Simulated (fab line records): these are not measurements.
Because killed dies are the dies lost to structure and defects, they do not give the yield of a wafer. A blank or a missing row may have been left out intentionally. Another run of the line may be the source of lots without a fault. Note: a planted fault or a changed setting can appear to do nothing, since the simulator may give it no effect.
Problem report in the 8D (eight disciplines) form, filled by code + flow n5Finfet + the parts of the form that need people (team, actions taken, sign-off) are left out

== 1. THE ISSUE ==
N5_STI_FIN_REVEAL_FIN_H_MEAS_10, trenchDepthNm: mean 57.8 nm on 2 wafers (1 lot); fault-free wafers 52.0 nm, standard deviation 0.55. That puts it +11 standard deviations away from the usual mean.
The first sign was on wafer L611.3 at day 6 13:59, on ocd-01. Wafers with a number at this step in the record: 30, from 10 lots. Rule for "out", or "out of limits": more than 4 standard deviations from the usual mean. All remaining wafers that have a number are taken as sound.

== 2. WHAT IT IS, AND WHAT IT ISN'T ==
| question                    | is               | is not                                                              |
|-----------------------------|------------------|---------------------------------------------------------------------|
| which readings at this step | trenchDepthNm    | -                                                                   |
| which lots                  | L611             | L596, L597, L598, L601, L605, L607, L608, L610, L613                |
| which wafers of those lots  | L611.3, L611.6   | L611.2                                                              |
| read on which gauges        | ocd-01           | ocd-02                                                              |
| when                        | from day 6 13:59 | up to then (25 sound wafers); but 3 sound wafers of L613 came after |

== 3. SUSPECTS, AND WHAT RULES EACH OUT ==
Counting: a tool at a process step up to the reading stays a suspect if it ran every lot that is out. Sound lots after the first of them don't rule it out here, since some wafers of a struck lot are sound.
- the gauge at N5_STI_FIN_REVEAL_FIN_H_MEAS_10 has been ruled out. All the wafers that are out were read on ocd-01, but those of them that N5_BEOL_M4_RC_MEAS_101 has rows for are out there too, on other tools.
- aldSin-01 at N5_STI_FIN_REVEAL_ALD_00 (deposits SiO2, target thk 1 nm, pulse time 1 s): kept. It processed L611, the lot that is out, at day 6 05:22, and its most recent sound lot before then was L601 at day 3 18:13.
- aldSin-01 at N5_STI_FIN_REVEAL_ALD_14 (deposits Si3N4, target thk 3 nm): kept. It processed L611, the lot that is out, at day 6 05:25, and its most recent sound lot before then was L601 at day 3 18:16.
- vaporEtch-02 at N5_STI_FIN_REVEAL_RECESS_09 (chemistry HF/NH3, target SiO2, afs cycles 11, target depth 42.5 nm, sublimation time 60 s): kept. It processed L611, the lot that is out, at day 6 11:16, and its most recent sound lot before then was L608 at day 5 16:38.
- Within aldSin-01 at N5_STI_FIN_REVEAL_ALD_00: the wafers that are out ran in chambers 0, 2; their sound lot-mates ran in chamber 1.
- Within aldSin-01 at N5_STI_FIN_REVEAL_ALD_14: the wafers that are out ran in chambers 0, 2; their sound lot-mates ran in chamber 1.
After the count, these remain: aldSin-01 at N5_STI_FIN_REVEAL_ALD_00, aldSin-01 at N5_STI_FIN_REVEAL_ALD_14 and vaporEtch-02 at N5_STI_FIN_REVEAL_RECESS_09.

== 4. THE CAUSE (what the simulator had put in) ==
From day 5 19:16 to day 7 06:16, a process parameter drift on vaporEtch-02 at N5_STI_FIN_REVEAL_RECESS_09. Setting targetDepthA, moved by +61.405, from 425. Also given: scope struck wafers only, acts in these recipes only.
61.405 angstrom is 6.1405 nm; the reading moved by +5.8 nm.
Of the 3 suspects that counting leaves, this tool is one.

== 5. THE EFFECT CHAIN, in route order ==
One row per reading whose mean, taken over the struck wafers that have a number, lies over 3 standard deviations from the usual. Only readings for which the record gives a usual standard deviation are gone through. hours: the time from each lot's start at the first step in this table that gives one to its start at this step, as a median over the lots. sigmas: the change in usual standard deviations.
| hours | step                            | reading       | usual     | on struck wafers | change | sigmas |
|-------|---------------------------------|---------------|-----------|------------------|--------|--------|
| 0     | N5_STI_FIN_REVEAL_FIN_H_MEAS_10 | trenchDepthNm | 52.0 nm   | 57.8             | +5.8   | +11    |
| 183   | N5_BEOL_M4_RC_MEAS_101          | ION_N         | 678 uA/um | 721              | +43    | +4.9   |
| 183   | N5_BEOL_M4_RC_MEAS_101          | ION_P         | 464 uA/um | 498              | +34    | +5.3   |

== 6. HOW IT WOULD HAVE BEEN CAUGHT EARLIER ==
The first out-of-limits reading at a measuring or inspecting step in this record came at day 6 13:59, 19 hours after the fault's start at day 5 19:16.
Of the tool readings at N5_STI_FIN_REVEAL_RECESS_09 for which the record gives a usual standard deviation, none was out on any struck wafer, so an alarm limit of 4 standard deviations on them would not have fired.
Each of the lots that are out, 1 in all, had begun N5_STI_FIN_REVEAL_RECESS_09 on vaporEtch-02 no later than day 6 13:59. Tool hold at that time: it would have spared none of them.
